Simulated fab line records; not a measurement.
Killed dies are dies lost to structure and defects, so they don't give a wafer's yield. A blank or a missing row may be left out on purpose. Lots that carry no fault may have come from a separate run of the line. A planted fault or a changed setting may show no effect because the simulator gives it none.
A lot that was struck, set against a sound lot :: flow nand harc :: 14 out of 1302 route steps
Sound: the wafers L904.1, L904.2, L904.5. Struck: wafer L900.1. (L900.2, L900.3 of the same lot were not struck and are left out.) The cause comes at the end.
Each step with rows lists, per side, the tool, then ch with its chambers, then its first start. Under that, the readings that differ: sound wafers :: struck wafers :: difference of the means :: sigmas: that difference in standard deviations of wafers without a fault.
alike: readings whose means differ by less than 2 such deviations, and words and numbers that are the same on both sides. not compared: withheld readings, readings that some wafer has no value for, bounds like >300 that may hide the same value, and numbers for which the record gives no deviation and whose values overlap.
The two part at a step that has a row with sigmas, a row that says differs or no value, or rows on one side only. Numbers that don't overlap but have no deviation are shown without sigmas and don't part them. Lack of a reading on every wafer of one side parts them only where that side has two or more wafers.

NHARC_P_CONTACT_ETCH_35: etches the open film in CF4, target depth 39 nm, time 65 s.
  sound on rie diel-11 ch 0,3, day 12 14:40; struck on rie diel-09 ch 0, day 10 22:58
reading: oes product au (a.u.)
sound: 1.015 1.023 0.995
struck: 0.993
difference: -0.018
sigmas: -2

reading: rf vpp V (V)
sound: 148.7 151.0 150.3
struck: 152.6
difference: +2.6
sigmas: +2
  alike: drypump motor current A, showerhead plenum p Torr, throttle valve pct
  not compared: rf hours counter h
NHARC_P_CONTACT_ETCH_36: etches the open film in N2/H2, target depth 260 nm, time 406.25 s.
  sound: rie diel-11 ch 0,3; struck: rie diel-09 ch 2
  alike: drypump motor current A, oes product au, rf vpp V, showerhead plenum p Torr, throttle valve pct
  not compared: rf hours counter h
NHARC_P_CONTACT_ETCH_18: etches the open film in C4F8/O2/Ar, target depth 481 nm, time 240.5 s.
  sound: rie diel-11 ch 0,1; struck: rie diel-09 ch 3
  alike: oes product au, rf vpp V
  not compared: rf hours counter h
then, 1 step without rows for these wafers: NHARC_P_CONTACT_STRIP_37 (strips in C4F8/O2/Ar).
NHARC_P_CONTACT_ETCH_31: etches the open film in CH3F/O2, target depth 30 nm, time 85.7 s.
  sound: rie diel-11 ch 0,2; struck: rie diel-09 ch 2
  alike: drypump motor current A, oes product au, rf vpp V, showerhead plenum p Torr, throttle valve pct
  not compared: rf hours counter h
NHARC_P_CONTACT_CD_MEAS_19:
  sound on cd sem-02 at day 12 15:28; struck on cd sem-01 at day 10 23:46
  alike: cd nm
NHARC_P_CONTACT_STRIP_28: strips in O2.
  sound on rie diel-08 ch 0,1,2, day 12 15:34; struck on rie diel-11 ch 1, day 10 23:50
reading: oes product au (a.u.)
sound: 1.000 0.997 1.003
struck: 0.976
difference: -0.024
sigmas: -3
  alike: drypump motor current A, rf vpp V, showerhead plenum p Torr, throttle valve pct
  not compared: rf hours counter h
then, 5 steps without rows for these wafers: NHARC_P_CONTACT_STRIP_29 (strips in post etch residue remover, time 1200 s); NHARC_P_CONTACT_DEGAS_38 (time 60 s); NHARC_P_CONTACT_PRE_CLEAN_39 (time 19.5 s); NHARC_P_CONTACT_PVD_32 (deposits Ti, target thk 5 nm, time 17.7 s); NHARC_P_CONTACT_ALD_22 (deposits TiN, target thk 3 nm, pulse time 1 s, ald cycles 150).
NHARC_P_CONTACT_CVD_23: deposits W, target thk 200 nm, time 557 s.
  sound on cvd w-01 ch 0,1, day 12 16:38; struck on cvd w-02 ch 1, day 11 00:55
  alike: chamber pressure Torr, heater power w, mfc wf6 sccm, throttle valve pct
  not compared: susceptor temp C
NHARC_P_CONTACT_CMP_24: polishes, t overpolish 30 s, target thk 200 nm.
  sound on cmp-04 ch 0,2,3, day 12 17:20; struck on cmp-01 ch 1, day 11 01:34
reading: time to endpoint s (s)
sound: 40 43 46
struck: 29
difference: -14
sigmas: -5
  alike: motor current A, overpolish run s, slurry flow ml min

WHERE THEY PART
Last at NHARC_P_CONTACT_CMP_24 as far as this record goes, first at NHARC_P_CONTACT_ETCH_35.

WHY: what had been put in by the simulator
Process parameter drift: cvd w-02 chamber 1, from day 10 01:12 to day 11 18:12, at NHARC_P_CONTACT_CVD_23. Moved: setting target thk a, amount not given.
